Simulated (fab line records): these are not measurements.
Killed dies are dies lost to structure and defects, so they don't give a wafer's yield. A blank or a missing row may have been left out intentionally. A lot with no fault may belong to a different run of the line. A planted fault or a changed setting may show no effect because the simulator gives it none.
What tool caused it? :: flow n5_finfet :: Sampling: 24 lots, 72 wafers, 6 of 1938 route steps

WHAT THE GAUGES SHOWED, per wafer
N5_BEOL_M9_INSPECT_58: inspects for defects (darkfield).
lot: L074
measured: day 9 21:54
on: defect_inspect-01
raw_defect_count: 87 88 83

lot: L076
measured: day 10 14:27
on: defect_inspect-02
raw_defect_count: 117 69 88

lot: L077
measured: day 10 17:53
on: defect_inspect-01
raw_defect_count: 71 90 59

lot: L075
measured: day 11 04:29
on: defect_inspect-02
raw_defect_count: 78 52 55

lot: L078
measured: day 11 10:31
on: defect_inspect-01
raw_defect_count: 74 79 82

lot: L080
measured: day 12 07:47
on: defect_inspect-02
raw_defect_count: 56 82 64

lot: L079
measured: day 12 12:44
on: defect_inspect-02
raw_defect_count: 85 64 75

lot: L082
measured: day 12 13:00
on: defect_inspect-01
raw_defect_count: 67 86 60

lot: L081
measured: day 12 16:23
on: defect_inspect-01
raw_defect_count: 56 64 70

lot: L083
measured: day 12 17:31
on: defect_inspect-01
raw_defect_count: 52 40 66

lot: L085
measured: day 13 13:09
on: defect_inspect-02
raw_defect_count: 104 46 65

lot: L084
measured: day 13 15:56
on: defect_inspect-01
raw_defect_count: 95 42 58

lot: L088
measured: day 13 20:44
on: defect_inspect-01
raw_defect_count: 55 74 41

lot: L087
measured: day 13 22:20
on: defect_inspect-01
raw_defect_count: 57 57 86

lot: L089
measured: day 14 00:26
on: defect_inspect-01
raw_defect_count: 48 64 61

lot: L086
measured: day 14 00:43
on: defect_inspect-02
raw_defect_count: 78 106 50

lot: L090
measured: day 14 09:29
on: defect_inspect-01
raw_defect_count: 86 81 64

lot: L091
measured: day 14 14:14
on: defect_inspect-01
raw_defect_count: 33 72 71

lot: L092
measured: day 15 00:20
on: defect_inspect-02
raw_defect_count: 87 26 71

lot: L093
measured: day 15 16:29
on: defect_inspect-02
raw_defect_count: 66 56 41

lot: L095
measured: day 16 05:16
on: defect_inspect-01
raw_defect_count: 103 77 82

lot: L094
measured: day 16 07:31
on: defect_inspect-01
raw_defect_count: 46 44 61

lot: L096
measured: day 16 07:56
on: defect_inspect-01
raw_defect_count: 71 92 88

lot: L097
measured: day 17 04:28
on: defect_inspect-02
raw_defect_count: 97 100 163

N5_BEOL_M10_INSPECT_13: inspects for defects (brightfield).
lot: L074
measured: day 10 01:30
on: defect_inspect-01
raw_defect_count: 512 411 453

lot: L076
measured: day 10 17:41
on: defect_inspect-01
raw_defect_count: 389 405 444

lot: L077
measured: day 10 19:27
on: defect_inspect-01
raw_defect_count: 370 320 327

lot: L075
measured: day 11 08:01
on: defect_inspect-02
raw_defect_count: 425 435 246

lot: L078
measured: day 11 11:55
on: defect_inspect-02
raw_defect_count: 518 415 523

lot: L080
measured: day 12 10:52
on: defect_inspect-02
raw_defect_count: 653 456 439

lot: L079
measured: day 12 15:27
on: defect_inspect-02
raw_defect_count: 499 625 420

lot: L082
measured: day 12 15:14
on: defect_inspect-02
raw_defect_count: 350 384 421

lot: L081
measured: day 12 17:50
on: defect_inspect-01
raw_defect_count: 397 683 459

lot: L083
measured: day 12 20:16
on: defect_inspect-02
raw_defect_count: 502 241 394

lot: L085
measured: day 13 14:28
on: defect_inspect-02
raw_defect_count: 546 419 515

lot: L084
measured: day 13 18:02
on: defect_inspect-01
raw_defect_count: 335 393 337

lot: L088
measured: day 13 22:59
on: defect_inspect-01
raw_defect_count: 301 292 381

lot: L087
measured: day 14 00:10
on: defect_inspect-01
raw_defect_count: 384 418 703

lot: L089
measured: day 14 03:31
on: defect_inspect-01
raw_defect_count: 256 263 215

lot: L086
measured: day 14 03:49
on: defect_inspect-01
raw_defect_count: 476 483 441

lot: L090
measured: day 14 12:26
on: defect_inspect-01
raw_defect_count: 477 345 311

lot: L091
measured: day 14 16:17
on: defect_inspect-01
raw_defect_count: 640 531 468

lot: L092
measured: day 15 03:44
on: defect_inspect-02
raw_defect_count: 585 438 599

lot: L093
measured: day 15 18:25
on: defect_inspect-02
raw_defect_count: 348 322 367

lot: L095
measured: day 16 07:21
on: defect_inspect-01
raw_defect_count: 577 455 524

lot: L094
measured: day 16 09:28
on: defect_inspect-01
raw_defect_count: 350 350 382

lot: L096
measured: day 16 10:37
on: defect_inspect-02
raw_defect_count: 585 555 370

lot: L097
measured: day 17 07:46
on: defect_inspect-02
raw_defect_count: 533 691 574

N5_BEOL_M11_CD_MEAS_11 targets a cd of 64.1 nm.
lot: L074
measured: day 10 08:04
on: cd_sem-03
cd_nm (nm): 63.9 64.0 63.8

lot: L076
measured: day 11 04:34
on: cd_sem-03
cd_nm (nm): 64.2 64.1 63.6

lot: L077
measured: day 11 04:20
on: cd_sem-01
cd_nm (nm): 64.7 64.2 64.7

lot: L075
measured: day 11 14:53
on: cd_sem-02
cd_nm (nm): 63.5 64.4 63.5

lot: L078
measured: day 11 23:53
on: cd_sem-02
cd_nm (nm): 64.3 64.5 65.2

lot: L080
measured: day 12 20:11
on: cd_sem-01
cd_nm (nm): 64.0 64.0 63.2

lot: L079
measured: day 12 23:46
on: cd_sem-02
cd_nm (nm): 64.1 64.5 64.8

lot: L082
measured: day 12 23:35
on: cd_sem-02
cd_nm (nm): 63.1 63.4 63.3

lot: L081
measured: day 12 23:55
on: cd_sem-02
cd_nm (nm): 62.9 62.9 63.8

lot: L083
measured: day 13 05:09
on: cd_sem-02
cd_nm (nm): 63.7 64.2 63.8

lot: L085
measured: day 14 02:44
on: cd_sem-02
cd_nm (nm): 64.1 64.8 63.7

lot: L084
measured: day 14 03:40
on: cd_sem-01
cd_nm (nm): 63.9 63.6 64.5

lot: L088
measured: day 14 08:17
on: cd_sem-01
cd_nm (nm): 63.8 63.5 63.2

lot: L087
measured: day 14 08:08
on: cd_sem-01
cd_nm (nm): 64.7 64.1 64.7

lot: L089
measured: day 14 12:47
on: cd_sem-01
cd_nm (nm): 63.8 64.5 64.3

lot: L086
measured: day 14 12:35
on: cd_sem-03
cd_nm (nm): 64.4 63.8 64.8

lot: L090
measured: day 14 19:02
on: cd_sem-03
cd_nm (nm): 63.9 64.0 64.5

lot: L091
measured: day 15 03:47
on: cd_sem-01
cd_nm (nm): 64.5 64.6 64.1

lot: L092
measured: day 15 11:49
on: cd_sem-01
cd_nm (nm): 63.9 64.1 63.8

lot: L093
measured: day 16 02:43
on: cd_sem-02
cd_nm (nm): 64.7 64.9 64.7

lot: L095
measured: day 16 14:55
on: cd_sem-03
cd_nm (nm): 64.7 64.2 64.3

lot: L094
measured: day 16 17:23
on: cd_sem-02
cd_nm (nm): 64.5 64.0 63.9

lot: L096
measured: day 16 22:35
on: cd_sem-01
cd_nm (nm): 64.5 63.8 64.4

lot: L097
measured: day 17 15:07
on: cd_sem-02
cd_nm (nm): 64.9 64.3 63.7

EACH LOT AND THE TOOL THAT RAN IT (in order: tool; ch and the chambers of the sampled wafers; start)
lot: L074
N5_BEOL_M10_ILD_DEP_00: pecvd-03 ch 1,2, day 9 21:56
N5_BEOL_M10_ETCH_61: rie_diel-01 ch 0,2,3, day 10 01:59
N5_BEOL_M10_CMP_52: cmp-03 ch 0,1,2, day 10 06:10

lot: L076
N5_BEOL_M10_ILD_DEP_00: pecvd-03 ch 0,1, day 10 14:29
N5_BEOL_M10_ETCH_61: rie_diel-02 ch 0,1,3, day 10 17:46
N5_BEOL_M10_CMP_52: cmp-04 ch 0,3, day 11 01:17

lot: L077
N5_BEOL_M10_ILD_DEP_00: pecvd-03 ch 0,1,2, day 10 17:55
N5_BEOL_M10_ETCH_61: rie_diel-02 ch 0,2,3, day 10 19:31
N5_BEOL_M10_CMP_52: cmp-04 ch 0,1,2, day 11 00:50

lot: L075
N5_BEOL_M10_ILD_DEP_00: pecvd-02 ch 0,2, day 11 04:31
N5_BEOL_M10_ETCH_61: rie_diel-02 ch 2,3, day 11 08:05
N5_BEOL_M10_CMP_52: cmp-03 ch 0,1,3, day 11 12:13

lot: L078
N5_BEOL_M10_ILD_DEP_00: pecvd-03 ch 0,1, day 11 10:32
N5_BEOL_M10_ETCH_61: rie_diel-02 ch 0,1, day 11 11:59
N5_BEOL_M10_CMP_52: cmp-04 ch 0,1,2, day 11 18:39

lot: L080
N5_BEOL_M10_ILD_DEP_00: pecvd-03 ch 0,2, day 12 07:49
N5_BEOL_M10_ETCH_61: rie_diel-06 ch 0,3, day 12 11:21
N5_BEOL_M10_CMP_52: cmp-04 ch 1,2, day 12 17:42

lot: L079
N5_BEOL_M10_ILD_DEP_00: pecvd-03 ch 0,2, day 12 12:46
N5_BEOL_M10_ETCH_61: rie_diel-01 ch 1,2,3, day 12 15:37
N5_BEOL_M10_CMP_52: cmp-03 ch 0,1,2, day 12 20:59

lot: L082
N5_BEOL_M10_ILD_DEP_00: pecvd-03 ch 0,2, day 12 13:02
N5_BEOL_M10_ETCH_61: rie_diel-06 ch 0,1,2, day 12 15:19
N5_BEOL_M10_CMP_52: cmp-04 ch 0,2,3, day 12 20:48

lot: L081
N5_BEOL_M10_ILD_DEP_00: pecvd-03 ch 0,2, day 12 16:25
N5_BEOL_M10_ETCH_61: rie_diel-02 ch 1,3, day 12 17:54
N5_BEOL_M10_CMP_52: cmp-03 ch 0,3, day 12 21:35

lot: L083
N5_BEOL_M10_ILD_DEP_00: pecvd-02 ch 0,1,2, day 12 17:34
N5_BEOL_M10_ETCH_61: rie_diel-02 ch 0,1,2, day 12 20:20
N5_BEOL_M10_CMP_52: cmp-03 ch 0,2,3, day 13 00:43

lot: L085
N5_BEOL_M10_ILD_DEP_00: pecvd-02 ch 0,1,2, day 13 13:11
N5_BEOL_M10_ETCH_61: rie_diel-02 ch 0,2,3, day 13 14:46
N5_BEOL_M10_CMP_52: cmp-02 ch 1,2, day 13 22:28

lot: L084
N5_BEOL_M10_ILD_DEP_00: pecvd-04 ch 0,1,2, day 13 15:58
N5_BEOL_M10_ETCH_61: rie_diel-06 ch 0,1, day 13 18:06
N5_BEOL_M10_CMP_52: cmp-04 ch 0,2,3, day 13 23:38

lot: L088
N5_BEOL_M10_ILD_DEP_00: pecvd-02 ch 0,1,2, day 13 20:47
N5_BEOL_M10_ETCH_61: rie_diel-01 ch 0,1,2, day 13 23:02
N5_BEOL_M10_CMP_52: cmp-03 ch 0,1,2, day 14 05:59

lot: L087
N5_BEOL_M10_ILD_DEP_00: pecvd-03 ch 0,1, day 13 22:22
N5_BEOL_M10_ETCH_61: rie_diel-06 ch 1,3, day 14 00:14
N5_BEOL_M10_CMP_52: cmp-04 ch 0,2, day 14 05:26

lot: L089
N5_BEOL_M10_ILD_DEP_00: pecvd-03 ch 0,2, day 14 00:29
N5_BEOL_M10_ETCH_61: rie_diel-06 ch 2,3, day 14 03:56
N5_BEOL_M10_CMP_52: cmp-04 ch 1,2,3, day 14 09:26

lot: L086
N5_BEOL_M10_ILD_DEP_00: pecvd-02 ch 0,1, day 14 00:45
N5_BEOL_M10_ETCH_61: rie_diel-01 ch 1,2,3, day 14 04:26
N5_BEOL_M10_CMP_52: cmp-02 ch 0,1,3, day 14 09:19

lot: L090
N5_BEOL_M10_ILD_DEP_00: pecvd-02 ch 0,1, day 14 09:32
N5_BEOL_M10_ETCH_61: rie_diel-01 ch 1,2,3, day 14 12:37
N5_BEOL_M10_CMP_52: cmp-02 ch 2,3, day 14 16:23

lot: L091
N5_BEOL_M10_ILD_DEP_00: pecvd-03 ch 0,1, day 14 14:16
N5_BEOL_M10_ETCH_61: rie_diel-06 ch 1,2,3, day 14 16:59
N5_BEOL_M10_CMP_52: cmp-03 ch 2,3, day 15 00:22

lot: L092
N5_BEOL_M10_ILD_DEP_00: pecvd-04 ch 1,2, day 15 00:22
N5_BEOL_M10_ETCH_61: rie_diel-02 ch 0,1,3, day 15 03:49
N5_BEOL_M10_CMP_52: cmp-04 ch 0,1,3, day 15 09:19

lot: L093
N5_BEOL_M10_ILD_DEP_00: pecvd-02 ch 0,2, day 15 16:32
N5_BEOL_M10_ETCH_61: rie_diel-01 ch 0,1,3, day 15 18:29
N5_BEOL_M10_CMP_52: cmp-03 ch 0,2,3, day 16 00:01

lot: L095
N5_BEOL_M10_ILD_DEP_00: pecvd-02 ch 0,1,2, day 16 05:19
N5_BEOL_M10_ETCH_61: rie_diel-02 ch 0,1,3, day 16 07:35
N5_BEOL_M10_CMP_52: cmp-03 ch 0,1,3, day 16 12:53

lot: L094
N5_BEOL_M10_ILD_DEP_00: pecvd-03 ch 0,1, day 16 07:34
N5_BEOL_M10_ETCH_61: rie_diel-01 ch 0,1,2, day 16 09:41
N5_BEOL_M10_CMP_52: cmp-02 ch 1,2, day 16 15:19

lot: L096
N5_BEOL_M10_ILD_DEP_00: pecvd-03 ch 1,2, day 16 07:58
N5_BEOL_M10_ETCH_61: rie_diel-06 ch 0,3, day 16 11:08
N5_BEOL_M10_CMP_52: cmp-02 ch 0,1,3, day 16 17:35

lot: L097
N5_BEOL_M10_ILD_DEP_00: pecvd-03 ch 0,1, day 17 04:31
N5_BEOL_M10_ETCH_61: rie_diel-06 ch 0,2, day 17 07:51
N5_BEOL_M10_CMP_52: cmp-03 ch 2,3, day 17 12:11
- N5_BEOL_M10_ILD_DEP_00: deposits SiCOH lowk from DEMS/porogen, target thk 308.51 nm, time 58 s.
- N5_BEOL_M10_ETCH_61: etches SiARC in CF4, target depth 39 nm, time 65 s.
- N5_BEOL_M10_CMP_52: polishes, stops on SiCOH lowk, t overpolish 7 s, target thk 140 nm.

WHAT THE TOOLS THEMSELVES READ (means of the sampled wafers that have a number; where no wafer has one, the mark that the record gives instead)
N5_BEOL_M10_ILD_DEP_00.
lot: L074
tool: pecvd-03
heater_power_w (W): 273
showerhead_plenum_p_Torr (Torr): 5.758
throttle_valve_pct (%): 13.2

lot: L076
tool: pecvd-03
heater_power_w (W): 278
showerhead_plenum_p_Torr (Torr): 5.745
throttle_valve_pct (%): 14.2

lot: L077
tool: pecvd-03
heater_power_w (W): 297
showerhead_plenum_p_Torr (Torr): 5.750
throttle_valve_pct (%): 13.5

lot: L075
tool: pecvd-02
heater_power_w (W): 279
showerhead_plenum_p_Torr (Torr): 5.731
throttle_valve_pct (%): 13.3

lot: L078
tool: pecvd-03
heater_power_w (W): 265
showerhead_plenum_p_Torr (Torr): 5.753
throttle_valve_pct (%): 13.7

lot: L080
tool: pecvd-03
heater_power_w (W): 313
showerhead_plenum_p_Torr (Torr): 5.748
throttle_valve_pct (%): 13.5

lot: L079
tool: pecvd-03
heater_power_w (W): 288
showerhead_plenum_p_Torr (Torr): 5.732
throttle_valve_pct (%): 13.9

lot: L082
tool: pecvd-03
heater_power_w (W): 296
showerhead_plenum_p_Torr (Torr): 5.746
throttle_valve_pct (%): 14.1

lot: L081
tool: pecvd-03
heater_power_w (W): 281
showerhead_plenum_p_Torr (Torr): 5.749
throttle_valve_pct (%): 13.5

lot: L083
tool: pecvd-02
heater_power_w (W): 310
showerhead_plenum_p_Torr (Torr): 5.730
throttle_valve_pct (%): 13.3

lot: L085
tool: pecvd-02
heater_power_w (W): 288
showerhead_plenum_p_Torr (Torr): 5.736
throttle_valve_pct (%): 13.2

lot: L084
tool: pecvd-04
heater_power_w (W): 273
showerhead_plenum_p_Torr (Torr): 5.736
throttle_valve_pct (%): 13.6

lot: L088
tool: pecvd-02
heater_power_w (W): 290
showerhead_plenum_p_Torr (Torr): 5.722
throttle_valve_pct (%): 13.3

lot: L087
tool: pecvd-03
heater_power_w (W): 269
showerhead_plenum_p_Torr (Torr): 5.747
throttle_valve_pct (%): 13.6

lot: L089
tool: pecvd-03
heater_power_w (W): 289
showerhead_plenum_p_Torr (Torr): 5.742
throttle_valve_pct (%): 13.6

lot: L086
tool: pecvd-02
heater_power_w (W): 280
showerhead_plenum_p_Torr (Torr): 5.730
throttle_valve_pct (%): 13.2

lot: L090
tool: pecvd-02
heater_power_w (W): 302
showerhead_plenum_p_Torr (Torr): 5.722
throttle_valve_pct (%): 13.6

lot: L091
tool: pecvd-03
heater_power_w (W): 279
showerhead_plenum_p_Torr (Torr): 5.744
throttle_valve_pct (%): 13.6

lot: L092
tool: pecvd-04
heater_power_w (W): 295
showerhead_plenum_p_Torr (Torr): 5.733
throttle_valve_pct (%): 13.6

lot: L093
tool: pecvd-02
heater_power_w (W): 316
showerhead_plenum_p_Torr (Torr): 5.739
throttle_valve_pct (%): 13.2

lot: L095
tool: pecvd-02
heater_power_w (W): 287
showerhead_plenum_p_Torr (Torr): 5.731
throttle_valve_pct (%): 13.3

lot: L094
tool: pecvd-03
heater_power_w (W): 269
showerhead_plenum_p_Torr (Torr): 5.750
throttle_valve_pct (%): 13.7

lot: L096
tool: pecvd-03
heater_power_w (W): 271
showerhead_plenum_p_Torr (Torr): 5.758
throttle_valve_pct (%): 13.3

lot: L097
tool: pecvd-03
heater_power_w (W): 293
showerhead_plenum_p_Torr (Torr): 5.737
throttle_valve_pct (%): 13.9

N5_BEOL_M10_ETCH_61.
lot: L074
tool: rie_diel-01
chamber_pressure_mTorr (mTorr): 40.01
drypump_motor_current_A (A): 5.7
etch_rf_on_time_s (s): 64.3
oes_product_au (a.u.): 0.66
rf_vpp_V (V): 184.3
showerhead_plenum_p_Torr (Torr): 2.14
throttle_valve_pct (%): 15.76

lot: L076
tool: rie_diel-02
chamber_pressure_mTorr (mTorr): 39.99
drypump_motor_current_A (A): 5.5
etch_rf_on_time_s (s): 66.4
oes_product_au (a.u.): 0.63
rf_vpp_V (V): 184.1
showerhead_plenum_p_Torr (Torr): 2.13
throttle_valve_pct (%): 15.77

lot: L077
tool: rie_diel-02
chamber_pressure_mTorr (mTorr): 39.99
drypump_motor_current_A (A): 5.5
etch_rf_on_time_s (s): 65.2
oes_product_au (a.u.): 0.62
rf_vpp_V (V): 183.9
showerhead_plenum_p_Torr (Torr): 2.10
throttle_valve_pct (%): 15.93

lot: L075
tool: rie_diel-02
chamber_pressure_mTorr (mTorr): 39.99
drypump_motor_current_A (A): 5.2
etch_rf_on_time_s (s): 65.4
oes_product_au (a.u.): 0.61
rf_vpp_V (V): 184.5
showerhead_plenum_p_Torr (Torr): 2.15
throttle_valve_pct (%): 16.09

lot: L078
tool: rie_diel-02
chamber_pressure_mTorr (mTorr): 39.94
drypump_motor_current_A (A): 5.5
etch_rf_on_time_s (s): 65.3
oes_product_au (a.u.): 0.63
rf_vpp_V (V): 183.0
showerhead_plenum_p_Torr (Torr): 2.11
throttle_valve_pct (%): 15.66

lot: L080
tool: rie_diel-06
chamber_pressure_mTorr (mTorr): 39.99
drypump_motor_current_A (A): 5.7
etch_rf_on_time_s (s): 66.1
oes_product_au (a.u.): 0.60
rf_vpp_V (V): 184.0
showerhead_plenum_p_Torr (Torr): 2.10
throttle_valve_pct (%): 15.92

lot: L079
tool: rie_diel-01
chamber_pressure_mTorr (mTorr): 40.03
drypump_motor_current_A (A): 5.7
etch_rf_on_time_s (s): 64.7
oes_product_au (a.u.): 0.66
rf_vpp_V (V): 183.1
showerhead_plenum_p_Torr (Torr): 2.15
throttle_valve_pct (%): 15.76

lot: L082
tool: rie_diel-06
chamber_pressure_mTorr (mTorr): 39.98
drypump_motor_current_A (A): 5.2
etch_rf_on_time_s (s): 65.3
oes_product_au (a.u.): 0.64
rf_vpp_V (V): 185.3
showerhead_plenum_p_Torr (Torr): 2.17
throttle_valve_pct (%): 15.80

lot: L081
tool: rie_diel-02
chamber_pressure_mTorr (mTorr): 40.06
drypump_motor_current_A (A): 5.2
etch_rf_on_time_s (s): 65.1
oes_product_au (a.u.): 0.62
rf_vpp_V (V): 185.0
showerhead_plenum_p_Torr (Torr): 2.18
throttle_valve_pct (%): 15.95

lot: L083
tool: rie_diel-02
chamber_pressure_mTorr (mTorr): 40.00
drypump_motor_current_A (A): 5.5
etch_rf_on_time_s (s): 66.2
oes_product_au (a.u.): 0.61
rf_vpp_V (V): 182.8
showerhead_plenum_p_Torr (Torr): 2.08
throttle_valve_pct (%): 15.85

lot: L085
tool: rie_diel-02
chamber_pressure_mTorr (mTorr): 39.96
drypump_motor_current_A (A): 5.5
etch_rf_on_time_s (s): 66.7
oes_product_au (a.u.): 0.60
rf_vpp_V (V): 183.3
showerhead_plenum_p_Torr (Torr): 2.10
throttle_valve_pct (%): 15.99

lot: L084
tool: rie_diel-06
chamber_pressure_mTorr (mTorr): 39.98
drypump_motor_current_A (A): 5.2
etch_rf_on_time_s (s): 65.0
oes_product_au (a.u.): 0.71
rf_vpp_V (V): 184.4
showerhead_plenum_p_Torr (Torr): 2.14
throttle_valve_pct (%): 15.70

lot: L088
tool: rie_diel-01
chamber_pressure_mTorr (mTorr): 40.00
drypump_motor_current_A (A): 5.7
etch_rf_on_time_s (s): 66.5
oes_product_au (a.u.): 0.67
rf_vpp_V (V): 184.2
showerhead_plenum_p_Torr (Torr): 2.15
throttle_valve_pct (%): 15.70

lot: L087
tool: rie_diel-06
chamber_pressure_mTorr (mTorr): 40.01
drypump_motor_current_A (A): 5.7
etch_rf_on_time_s (s): 64.8
oes_product_au (a.u.): 0.67
rf_vpp_V (V): 182.4
showerhead_plenum_p_Torr (Torr): 2.07
throttle_valve_pct (%): 15.75

lot: L089
tool: rie_diel-06
chamber_pressure_mTorr (mTorr): 39.98
drypump_motor_current_A (A): 5.6
etch_rf_on_time_s (s): 65.7
oes_product_au (a.u.): 0.60
rf_vpp_V (V): 183.1
showerhead_plenum_p_Torr (Torr): 2.10
throttle_valve_pct (%): 15.87

lot: L086
tool: rie_diel-01
chamber_pressure_mTorr (mTorr): 39.97
drypump_motor_current_A (A): 5.7
etch_rf_on_time_s (s): 64.7
oes_product_au (a.u.): 0.66
rf_vpp_V (V): 184.0
showerhead_plenum_p_Torr (Torr): 2.14
throttle_valve_pct (%): 15.78

lot: L090
tool: rie_diel-01
chamber_pressure_mTorr (mTorr): 40.04
drypump_motor_current_A (A): 5.7
etch_rf_on_time_s (s): 64.4
oes_product_au (a.u.): 0.65
rf_vpp_V (V): 183.9
showerhead_plenum_p_Torr (Torr): 2.14
throttle_valve_pct (%): 15.79

lot: L091
tool: rie_diel-06
chamber_pressure_mTorr (mTorr): 40.00
drypump_motor_current_A (A): 5.4
etch_rf_on_time_s (s): 65.2
oes_product_au (a.u.): 0.65
rf_vpp_V (V): 183.3
showerhead_plenum_p_Torr (Torr): 2.12
throttle_valve_pct (%): 15.76

lot: L092
tool: rie_diel-02
chamber_pressure_mTorr (mTorr): 40.02
drypump_motor_current_A (A): 5.5
etch_rf_on_time_s (s): 66.0
oes_product_au (a.u.): 0.61
rf_vpp_V (V): 184.2
showerhead_plenum_p_Torr (Torr): 2.12
throttle_valve_pct (%): 15.85

lot: L093
tool: rie_diel-01
chamber_pressure_mTorr (mTorr): 40.03
drypump_motor_current_A (A): 5.7
etch_rf_on_time_s (s): 66.0
oes_product_au (a.u.): 0.64
rf_vpp_V (V): 184.0
showerhead_plenum_p_Torr (Torr): 2.14
throttle_valve_pct (%): 15.77

lot: L095
tool: rie_diel-02
chamber_pressure_mTorr (mTorr): 40.01
drypump_motor_current_A (A): 5.5
etch_rf_on_time_s (s): 65.8
oes_product_au (a.u.): 0.60
rf_vpp_V (V): 185.3
showerhead_plenum_p_Torr (Torr): 2.12
throttle_valve_pct (%): 15.87

lot: L094
tool: rie_diel-01
chamber_pressure_mTorr (mTorr): 40.00
drypump_motor_current_A (A): 5.7
etch_rf_on_time_s (s): 65.4
oes_product_au (a.u.): 0.66
rf_vpp_V (V): 183.5
showerhead_plenum_p_Torr (Torr): 2.14
throttle_valve_pct (%): 15.74

lot: L096
tool: rie_diel-06
chamber_pressure_mTorr (mTorr): 40.01
drypump_motor_current_A (A): 5.4
etch_rf_on_time_s (s): 63.9
oes_product_au (a.u.): 0.76
rf_vpp_V (V): 184.3
showerhead_plenum_p_Torr (Torr): 2.14
throttle_valve_pct (%): 15.69

lot: L097
tool: rie_diel-06
chamber_pressure_mTorr (mTorr): 40.02
drypump_motor_current_A (A): 5.2
etch_rf_on_time_s (s): 63.3
oes_product_au (a.u.): 0.82
rf_vpp_V (V): 183.7
showerhead_plenum_p_Torr (Torr): 2.19
throttle_valve_pct (%): 15.54

N5_BEOL_M10_CMP_52.
lot: L074
tool: cmp-03
barrier_field_endpoint_s (s): 28.9
clearing_platen_down_force_psi (psi): 1.4988
motor_current_A (A): 6.3
overpolish_run_s (s): 7.000
time_to_endpoint_s (s): 66.6

lot: L076
tool: cmp-04
barrier_field_endpoint_s (s): 28.2
clearing_platen_down_force_psi (psi): 1.4981
motor_current_A (A): 7.3
overpolish_run_s (s): 6.996
time_to_endpoint_s (s): 65.0

lot: L077
tool: cmp-04
barrier_field_endpoint_s (s): 30.2
clearing_platen_down_force_psi (psi): 1.5014
motor_current_A (A): 6.5
overpolish_run_s (s): 7.000
time_to_endpoint_s (s): 66.5

lot: L075
tool: cmp-03
barrier_field_endpoint_s (s): 28.7
clearing_platen_down_force_psi (psi): 1.5003
motor_current_A (A): 5.6
overpolish_run_s (s): 6.999
time_to_endpoint_s (s): 63.5

lot: L078
tool: cmp-04
barrier_field_endpoint_s (s): 29.4
clearing_platen_down_force_psi (psi): 1.4996
motor_current_A (A): 6.4
overpolish_run_s (s): 6.994
time_to_endpoint_s (s): 64.7

lot: L080
tool: cmp-04
barrier_field_endpoint_s (s): 28.9
clearing_platen_down_force_psi (psi): 1.4991
motor_current_A (A): 6.7
overpolish_run_s (s): 6.999
time_to_endpoint_s (s): 65.7

lot: L079
tool: cmp-03
barrier_field_endpoint_s (s): 27.8
clearing_platen_down_force_psi (psi): 1.5034
motor_current_A (A): 6.1
overpolish_run_s (s): 7.004
time_to_endpoint_s (s): 65.2

lot: L082
tool: cmp-04
barrier_field_endpoint_s (s): 28.9
clearing_platen_down_force_psi (psi): 1.5011
motor_current_A (A): 6.8
overpolish_run_s (s): 7.007
time_to_endpoint_s (s): 65.6

lot: L081
tool: cmp-03
barrier_field_endpoint_s (s): 28.7
clearing_platen_down_force_psi (psi): 1.5013
motor_current_A (A): 5.4
overpolish_run_s (s): 7.003
time_to_endpoint_s (s): 65.3

lot: L083
tool: cmp-03
barrier_field_endpoint_s (s): 29.4
clearing_platen_down_force_psi (psi): 1.5011
motor_current_A (A): 5.7
overpolish_run_s (s): 6.993
time_to_endpoint_s (s): 66.4

lot: L085
tool: cmp-02
barrier_field_endpoint_s (s): 29.3
clearing_platen_down_force_psi (psi): 1.4987
motor_current_A (A): 6.4
overpolish_run_s (s): 7.006
time_to_endpoint_s (s): 68.2

lot: L084
tool: cmp-04
barrier_field_endpoint_s (s): 29.1
clearing_platen_down_force_psi (psi): 1.5015
motor_current_A (A): 6.9
overpolish_run_s (s): 6.991
time_to_endpoint_s (s): 65.1

lot: L088
tool: cmp-03
barrier_field_endpoint_s (s): 28.6
clearing_platen_down_force_psi (psi): 1.5017
motor_current_A (A): 6.2
overpolish_run_s (s): 6.991
time_to_endpoint_s (s): 67.9

lot: L087
tool: cmp-04
barrier_field_endpoint_s (s): 28.8
clearing_platen_down_force_psi (psi): 1.4999
motor_current_A (A): 6.6
overpolish_run_s (s): 6.998
time_to_endpoint_s (s): 63.1

lot: L089
tool: cmp-04
barrier_field_endpoint_s (s): 29.0
clearing_platen_down_force_psi (psi): 1.5003
motor_current_A (A): 6.8
overpolish_run_s (s): 7.001
time_to_endpoint_s (s): 66.5

lot: L086
tool: cmp-02
barrier_field_endpoint_s (s): 29.2
clearing_platen_down_force_psi (psi): 1.5017
motor_current_A (A): 6.6
overpolish_run_s (s): 6.991
time_to_endpoint_s (s): 67.0

lot: L090
tool: cmp-02
barrier_field_endpoint_s (s): 29.3
clearing_platen_down_force_psi (psi): 1.4998
motor_current_A (A): 6.1
overpolish_run_s (s): 6.997
time_to_endpoint_s (s): 70.2

lot: L091
tool: cmp-03
barrier_field_endpoint_s (s): 28.3
clearing_platen_down_force_psi (psi): 1.4995
motor_current_A (A): 5.8
overpolish_run_s (s): 7.006
time_to_endpoint_s (s): 64.3

lot: L092
tool: cmp-04
barrier_field_endpoint_s (s): 29.1
clearing_platen_down_force_psi (psi): 1.5005
motor_current_A (A): 6.7
overpolish_run_s (s): 7.002
time_to_endpoint_s (s): 68.0

lot: L093
tool: cmp-03
barrier_field_endpoint_s (s): 28.6
clearing_platen_down_force_psi (psi): 1.4992
motor_current_A (A): 5.7
overpolish_run_s (s): 7.003
time_to_endpoint_s (s): 65.7

lot: L095
tool: cmp-03
barrier_field_endpoint_s (s): 29.6
clearing_platen_down_force_psi (psi): 1.5007
motor_current_A (A): 5.8
overpolish_run_s (s): 6.996
time_to_endpoint_s (s): 67.8

lot: L094
tool: cmp-02
barrier_field_endpoint_s (s): 28.7
clearing_platen_down_force_psi (psi): 1.5023
motor_current_A (A): 6.2
overpolish_run_s (s): 7.000
time_to_endpoint_s (s): 68.2

lot: L096
tool: cmp-02
barrier_field_endpoint_s (s): 29.6
clearing_platen_down_force_psi (psi): 1.5024
motor_current_A (A): 6.8
overpolish_run_s (s): 6.991
time_to_endpoint_s (s): 69.2

lot: L097
tool: cmp-03
barrier_field_endpoint_s (s): 29.5
clearing_platen_down_force_psi (psi): 1.5013
motor_current_A (A): 5.3
overpolish_run_s (s): 7.002
time_to_endpoint_s (s): 63.5

THE ANSWER, worked out from the rows above alone
Rule: usual is defined by the lots themselves. The widest of any qualifying gaps counts: lots, ordered by their means at a reading, are off when they make up no more than a third of the lots, leave a main group of 4 or more, and stand apart from it by 3 or more times the standard deviation of that group's means. The tables above print the reading to a certain number of digits; a main group whose means all agree to those digits is not used. A lot without any number at a reading at which 4 lots or more have one is off too. The other lots that the step has rows for count as sound. Order of review: gauges by route order, followed by the tools' own readings, for which a lot's mean as printed above is used. The first step at which some lot is off is used, and at that step the reading that is off furthest; a lot without a number counts as furthest.
No lot is off on any of the readings shown, so nothing can be concluded from this.

WHAT THE SIMULATOR HAD INSERTED
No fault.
